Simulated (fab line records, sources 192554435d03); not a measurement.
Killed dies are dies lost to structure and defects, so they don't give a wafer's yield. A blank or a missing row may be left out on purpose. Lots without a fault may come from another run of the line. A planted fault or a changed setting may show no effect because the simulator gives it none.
Which tool did it? | flow n5_finfet | 12 lots, 36 wafers sampled, at 1 step of a route of 1938

WHAT THE GAUGES READ, wafer by wafer
N5_BEOL_M3_CD_MEAS_35: target cd 18 nm, target cd y 21 nm.
lot  | measured     | on        | cd_nm (nm)
L074 | day 8 16:59  | cd_sem-01 | 18.0 18.3 17.6
L077 | day 8 20:36  | cd_sem-03 | 17.8 17.9 17.6
L079 | day 8 23:46  | cd_sem-03 | 18.2 17.9 18.7
L081 | day 9 14:31  | cd_sem-01 | 17.8 17.8 18.0
L083 | day 10 06:29 | cd_sem-02 | 18.2 17.9 18.0
L085 | day 10 22:24 | cd_sem-02 | 18.0 18.0 18.3
L087 | day 10 23:06 | cd_sem-02 | 17.3 18.0 17.4
L089 | day 11 13:37 | cd_sem-01 | 18.1 18.0 18.2
L091 | day 12 06:19 | cd_sem-02 | 18.2 18.3 18.2
L092 | day 12 19:09 | cd_sem-02 | 18.2 17.6 18.0
L096 | day 13 13:19 | cd_sem-01 | 18.3 18.1 18.7
L097 | day 13 22:07 | cd_sem-01 | 17.9 17.5 17.7

WHICH TOOL RAN EACH LOT (tool, then ch and the chambers of the sampled wafers, then the start)
The record holds no process step before these readings.

THE ANSWER, worked out from the rows above alone
Rule: what is usual is taken from the lots themselves. Put in order of their means at a reading, lots are off if they are a third of the lots or fewer, leave a main group of 4 or more, and stand apart from it by a gap of 3 or more times the standard deviation of the main group's means; of several such gaps the widest counts. A main group whose means are all the same, to the digits that the tables above print for the reading, isn't used. A lot without any number at a reading at which 4 lots or more have one is off too. The other lots that the step has rows for count as sound.
No lot is off at any reading shown: from this, nothing can be told.

WHAT THE SIMULATOR HAD PUT IN
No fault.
